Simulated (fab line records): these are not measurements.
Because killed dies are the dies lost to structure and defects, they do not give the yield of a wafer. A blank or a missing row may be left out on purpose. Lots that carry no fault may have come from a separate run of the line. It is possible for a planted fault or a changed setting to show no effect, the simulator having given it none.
The tool behind it: which one? || flow nand harc || 39 wafers from 13 lots sampled at 5 of the route's 1302 steps

## WHAT THE GAUGES READ, wafer by wafer
NHARC_P_ZERO_WELL_CD_MEAS_37: the cd target is 720 nm. Usual: cd nm 719.5 nm, standard deviation 2.5.
{"lot": "L473", "measured": "day 2 00:10", "on": "cd sem-01", "cd nm (nm)": "719.7 719.4 717.0", "flag": ""}
{"lot": "L474", "measured": "day 2 09:51", "on": "cd sem-03", "cd nm (nm)": "720.2 715.5 717.5", "flag": ""}
{"lot": "L475", "measured": "day 2 19:58", "on": "cd sem-03", "cd nm (nm)": "720.3 716.1 718.1", "flag": ""}
{"lot": "L476", "measured": "day 3 06:07", "on": "cd sem-02", "cd nm (nm)": "716.7 715.7 718.9", "flag": ""}
{"lot": "L479", "measured": "day 4 12:31", "on": "cd sem-03", "cd nm (nm)": "721.1 717.2 715.4", "flag": ""}
{"lot": "L480", "measured": "day 4 22:15", "on": "cd sem-01", "cd nm (nm)": "719.3 717.6 720.6", "flag": ""}
{"lot": "L487", "measured": "day 7 20:10", "on": "cd sem-02", "cd nm (nm)": "722.9 717.0 717.0", "flag": ""}
{"lot": "L488", "measured": "day 8 06:04", "on": "cd sem-02", "cd nm (nm)": "719.4 722.0 717.3", "flag": ""}
{"lot": "L489", "measured": "day 8 16:48", "on": "cd sem-02", "cd nm (nm)": "721.3 716.6 718.3", "flag": ""}
{"lot": "L490", "measured": "day 9 02:01", "on": "cd sem-02", "cd nm (nm)": "722.3 723.8 719.3", "flag": ""}
{"lot": "L493", "measured": "day 10 08:16", "on": "cd sem-01", "cd nm (nm)": "717.9 720.7 722.9", "flag": ""}
{"lot": "L494", "measured": "day 10 18:08", "on": "cd sem-01", "cd nm (nm)": "718.5 722.8 723.1", "flag": ""}
{"lot": "L496", "measured": "day 11 14:13", "on": "cd sem-03", "cd nm (nm)": "718.8 718.9 718.7", "flag": ""}

NHARC_P_GATE_CD_MEAS_11: the cd target is 1640 nm. Usual: cd nm 1641.7 nm, standard deviation 2.9.
{"lot": "L473", "measured": "day 4 19:34", "on": "cd sem-01", "cd nm (nm)": "1643.6 1643.2 1639.4", "flag": ""}
{"lot": "L474", "measured": "day 5 02:21", "on": "cd sem-02", "cd nm (nm)": "1639.3 1642.9 1645.3", "flag": ""}
{"lot": "L475", "measured": "day 5 10:29", "on": "cd sem-03", "cd nm (nm)": "1638.2 1641.0 1639.7", "flag": ""}
{"lot": "L476", "measured": "day 5 18:11", "on": "cd sem-01", "cd nm (nm)": "1640.8 1641.5 1643.2", "flag": ""}
{"lot": "L479", "measured": "day 6 20:13", "on": "cd sem-03", "cd nm (nm)": "1642.6 1648.5 1642.5", "flag": ""}
{"lot": "L480", "measured": "day 7 08:52", "on": "cd sem-02", "cd nm (nm)": "1641.1 1645.2 1639.5", "flag": ""}
{"lot": "L487", "measured": "day 10 17:49", "on": "cd sem-01", "cd nm (nm)": "1642.6 1641.0 1645.9", "flag": ""}
{"lot": "L488", "measured": "day 10 17:52", "on": "cd sem-03", "cd nm (nm)": "1637.9 1637.6 1642.3", "flag": ""}
{"lot": "L489", "measured": "day 11 17:17", "on": "cd sem-02", "cd nm (nm)": "1644.5 1642.6 1642.4", "flag": ""}
{"lot": "L490", "measured": "day 11 17:07", "on": "cd sem-03", "cd nm (nm)": "1639.8 1641.2 1640.8", "flag": ""}
{"lot": "L493", "measured": "day 13 05:18", "on": "cd sem-02", "cd nm (nm)": "1642.8 1640.2 1641.3", "flag": ""}
{"lot": "L494", "measured": "day 13 05:16", "on": "cd sem-02", "cd nm (nm)": "1642.8 1646.8 1642.7", "flag": ""}
{"lot": "L496", "measured": "day 13 23:46", "on": "cd sem-02", "cd nm (nm)": "1636.0 1634.8 1635.4", "flag": ""}

NHARC_END_SORT_01. Usual: killed at array 61, standard deviation 24; killed at other 1.2, standard deviation 1.3; killed at periphery 3.7, standard deviation 2.6; killed dies 66, standard deviation 23; killed open 3.3, standard deviation 1.8; killed short 2.4, standard deviation 1.6.
{"lot": "L488", "measured": "day 30 13:35", "on": "prober-02", "killed at array": "75 83", "killed at other": "2 0", "killed at periphery": "4 3", "killed dies": "81 86", "killed open": "4 3", "killed short": "3 2", "flag": ""}
{"lot": "L494", "measured": "day 33 18:29", "on": "prober-01", "killed at array": "51 60 67", "killed at other": "0 0 0", "killed at periphery": "5 6 3", "killed dies": "56 66 70", "killed open": "2 1 5", "killed short": "4 3 4", "flag": ""}

## EACH LOT AND THE TOOL THAT RAN IT (in order: tool; ch and the chambers of the sampled wafers; start)
{"lot": "L473", "NHARC_P_ZERO_WELL_DESCUM_13": "rie diel-06 ch 2,3, day 1 21:24", "NHARC_P_ZERO_WELL_PEB_35": "litho track-05 ch 0, day 2 00:05"}
{"lot": "L474", "NHARC_P_ZERO_WELL_DESCUM_13": "rie diel-02 ch 2,3, day 2 07:17", "NHARC_P_ZERO_WELL_PEB_35": "litho track-05 ch 0, day 2 09:46"}
{"lot": "L475", "NHARC_P_ZERO_WELL_DESCUM_13": "rie diel-06 ch 2,3, day 2 17:24", "NHARC_P_ZERO_WELL_PEB_35": "litho track-05 ch 0, day 2 19:53"}
{"lot": "L476", "NHARC_P_ZERO_WELL_DESCUM_13": "rie diel-03 ch 0,1,2, day 3 03:25", "NHARC_P_ZERO_WELL_PEB_35": "litho track-05 ch 0, day 3 06:01"}
{"lot": "L479", "NHARC_P_ZERO_WELL_DESCUM_13": "rie diel-06 ch 1,2,3, day 4 09:33", "NHARC_P_ZERO_WELL_PEB_35": "litho track-05 ch 0, day 4 12:25"}
{"lot": "L480", "NHARC_P_ZERO_WELL_DESCUM_13": "rie diel-03 ch 0,1,3, day 4 19:25", "NHARC_P_ZERO_WELL_PEB_35": "litho track-05 ch 0, day 4 22:09"}
{"lot": "L487", "NHARC_P_ZERO_WELL_DESCUM_13": "rie diel-02 ch 0,2,3, day 7 17:26", "NHARC_P_ZERO_WELL_PEB_35": "litho track-05 ch 0, day 7 20:04"}
{"lot": "L488", "NHARC_P_ZERO_WELL_DESCUM_13": "rie diel-03 ch 2,3, day 8 03:25", "NHARC_P_ZERO_WELL_PEB_35": "litho track-05 ch 0, day 8 05:58"}
{"lot": "L489", "NHARC_P_ZERO_WELL_DESCUM_13": "rie diel-02 ch 1,2, day 8 13:24", "NHARC_P_ZERO_WELL_PEB_35": "litho track-05 ch 0, day 8 16:43"}
{"lot": "L490", "NHARC_P_ZERO_WELL_DESCUM_13": "rie diel-03 ch 0,2,3, day 8 23:23", "NHARC_P_ZERO_WELL_PEB_35": "litho track-02 ch 0, day 9 01:56"}
{"lot": "L493", "NHARC_P_ZERO_WELL_DESCUM_13": "rie diel-06 ch 0,1,3, day 10 05:24", "NHARC_P_ZERO_WELL_PEB_35": "litho track-02 ch 0, day 10 08:10"}
{"lot": "L494", "NHARC_P_ZERO_WELL_DESCUM_13": "rie diel-06 ch 1,2,3, day 10 15:17", "NHARC_P_ZERO_WELL_PEB_35": "litho track-02 ch 0, day 10 18:02"}
{"lot": "L496", "NHARC_P_ZERO_WELL_DESCUM_13": "rie diel-06 ch 0,2, day 11 11:24", "NHARC_P_ZERO_WELL_PEB_35": "litho track-02 ch 0, day 11 14:08"}
- NHARC_P_ZERO_WELL_DESCUM_13: chemistry O2, time 3 s.
- NHARC_P_ZERO_WELL_PEB_35: peb time 85 s.

## AS READ BY THE TOOLS THEMSELVES (means over the sampled wafers that have a number; for cases with no such wafer, the mark the record gives instead)
NHARC_P_ZERO_WELL_DESCUM_13. Usual: drypump motor current A 5.51 A, standard deviation 0.3; oes product au 0.997 a.u., standard deviation 0.013; rf vpp V 57.7 V, standard deviation 1; showerhead plenum p Torr 1.91 Torr, standard deviation 0.089; throttle valve pct 11.312 %, standard deviation 0.0085.
{"lot": "L473", "tool": "rie diel-06", "drypump motor current A (A)": 5.76, "oes product au (a.u.)": 1.002, "rf vpp V (V)": 58.1, "showerhead plenum p Torr (Torr)": 1.95, "throttle valve pct (%)": 11.309, "flag": ""}
{"lot": "L474", "tool": "rie diel-02", "drypump motor current A (A)": 5.46, "oes product au (a.u.)": 0.988, "rf vpp V (V)": 57.3, "showerhead plenum p Torr (Torr)": 1.99, "throttle valve pct (%)": 11.310, "flag": ""}
{"lot": "L475", "tool": "rie diel-06", "drypump motor current A (A)": 5.78, "oes product au (a.u.)": 1.005, "rf vpp V (V)": 58.0, "showerhead plenum p Torr (Torr)": 1.94, "throttle valve pct (%)": 11.325, "flag": ""}
{"lot": "L476", "tool": "rie diel-03", "drypump motor current A (A)": 5.50, "oes product au (a.u.)": 0.983, "rf vpp V (V)": 58.8, "showerhead plenum p Torr (Torr)": 1.85, "throttle valve pct (%)": 11.306, "flag": ""}
{"lot": "L479", "tool": "rie diel-06", "drypump motor current A (A)": 5.55, "oes product au (a.u.)": 1.001, "rf vpp V (V)": 58.4, "showerhead plenum p Torr (Torr)": 1.92, "throttle valve pct (%)": 11.313, "flag": ""}
{"lot": "L480", "tool": "rie diel-03", "drypump motor current A (A)": 5.53, "oes product au (a.u.)": 0.999, "rf vpp V (V)": 56.9, "showerhead plenum p Torr (Torr)": 1.83, "throttle valve pct (%)": 11.312, "flag": ""}
{"lot": "L487", "tool": "rie diel-02", "drypump motor current A (A)": 5.63, "oes product au (a.u.)": 0.991, "rf vpp V (V)": 57.7, "showerhead plenum p Torr (Torr)": 1.92, "throttle valve pct (%)": 11.323, "flag": ""}
{"lot": "L488", "tool": "rie diel-03", "drypump motor current A (A)": 5.50, "oes product au (a.u.)": 0.983, "rf vpp V (V)": 57.7, "showerhead plenum p Torr (Torr)": 1.95, "throttle valve pct (%)": 11.309, "flag": ""}
{"lot": "L489", "tool": "rie diel-02", "drypump motor current A (A)": 5.78, "oes product au (a.u.)": 1.001, "rf vpp V (V)": 58.5, "showerhead plenum p Torr (Torr)": 1.94, "throttle valve pct (%)": 11.317, "flag": ""}
{"lot": "L490", "tool": "rie diel-03", "drypump motor current A (A)": 5.40, "oes product au (a.u.)": 0.985, "rf vpp V (V)": 57.8, "showerhead plenum p Torr (Torr)": 1.90, "throttle valve pct (%)": 11.310, "flag": ""}
{"lot": "L493", "tool": "rie diel-06", "drypump motor current A (A)": 5.41, "oes product au (a.u.)": 1.002, "rf vpp V (V)": 58.9, "showerhead plenum p Torr (Torr)": 1.98, "throttle valve pct (%)": 11.311, "flag": ""}
{"lot": "L494", "tool": "rie diel-06", "drypump motor current A (A)": 5.54, "oes product au (a.u.)": 1.009, "rf vpp V (V)": 57.2, "showerhead plenum p Torr (Torr)": 1.91, "throttle valve pct (%)": 11.309, "flag": ""}
{"lot": "L496", "tool": "rie diel-06", "drypump motor current A (A)": 5.13, "oes product au (a.u.)": 1.008, "rf vpp V (V)": 57.8, "showerhead plenum p Torr (Torr)": 1.99, "throttle valve pct (%)": 11.314, "flag": ""}

NHARC_P_ZERO_WELL_PEB_35. Usual: heater power total W 163.93 W, standard deviation 0.26; plate temp C 117.97 C, standard deviation 0.13.
{"lot": "L473", "tool": "litho track-05", "heater power total W (W)": 163.97, "plate temp C (C)": 118.15, "flag": ""}
{"lot": "L474", "tool": "litho track-05", "heater power total W (W)": 163.86, "plate temp C (C)": 117.80, "flag": ""}
{"lot": "L475", "tool": "litho track-05", "heater power total W (W)": 163.88, "plate temp C (C)": 118.10, "flag": ""}
{"lot": "L476", "tool": "litho track-05", "heater power total W (W)": 164.09, "plate temp C (C)": 117.96, "flag": ""}
{"lot": "L479", "tool": "litho track-05", "heater power total W (W)": 163.87, "plate temp C (C)": 117.95, "flag": ""}
{"lot": "L480", "tool": "litho track-05", "heater power total W (W)": 163.90, "plate temp C (C)": 118.00, "flag": ""}
{"lot": "L487", "tool": "litho track-05", "heater power total W (W)": 166.91, "plate temp C (C)": 119.69, "flag": "OFF"}
{"lot": "L488", "tool": "litho track-05", "heater power total W (W)": 166.91, "plate temp C (C)": 119.70, "flag": "OFF"}
{"lot": "L489", "tool": "litho track-05", "heater power total W (W)": 166.90, "plate temp C (C)": 119.58, "flag": "OFF"}
{"lot": "L490", "tool": "litho track-02", "heater power total W (W)": 164.05, "plate temp C (C)": 118.06, "flag": ""}
{"lot": "L493", "tool": "litho track-02", "heater power total W (W)": 163.82, "plate temp C (C)": 117.86, "flag": ""}
{"lot": "L494", "tool": "litho track-02", "heater power total W (W)": 164.15, "plate temp C (C)": 117.77, "flag": ""}
{"lot": "L496", "tool": "litho track-02", "heater power total W (W)": 164.12, "plate temp C (C)": 117.82, "flag": ""}

## THE ANSWER, worked out from the rows above alone
Rule: lot off if the mean of its wafers having a number is beyond 3 standard deviations from the usual mean. Also off: a lot with no number at a reading for which 4 or more lots have one. Any other lot the step has rows for is counted as sound. After the gauges, taken in route order, come the tools' own readings; for these a lot's mean is taken, as printed above. At the first step where some lot is off, the reading lying furthest off is the one used; lots without a number count as furthest.
Off: L487, L488, L489 (NHARC_P_ZERO_WELL_PEB_35, plate temp C).
If a tool, at that step or one of the process steps before it, ran each lot that is off and ran no sound lot following the first of them, it fits. One candidate fits, namely litho track-05 at NHARC_P_ZERO_WELL_PEB_35. Its last sound lot is L480 (day 4 22:09), its first lot that is off L487 (day 7 20:04): a fault that began between those two fits.
The tool's own readings at NHARC_P_ZERO_WELL_PEB_35 bear it out: on the lots that are off they differ by more than 5 times the standard deviation of the sound lots' means. heater power total W reads 166.91 W there against 163.97 W on the sound lots; plate temp C reads 119.66 C there against 117.95 C on the sound lots.

## WHAT THE SIMULATOR HAD PUT IN
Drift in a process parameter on litho track-05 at NHARC_P_ZERO_WELL_PEB_35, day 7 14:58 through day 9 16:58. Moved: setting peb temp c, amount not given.
Struck lots among those shown: L487, L488, L489. The rule above found the same.
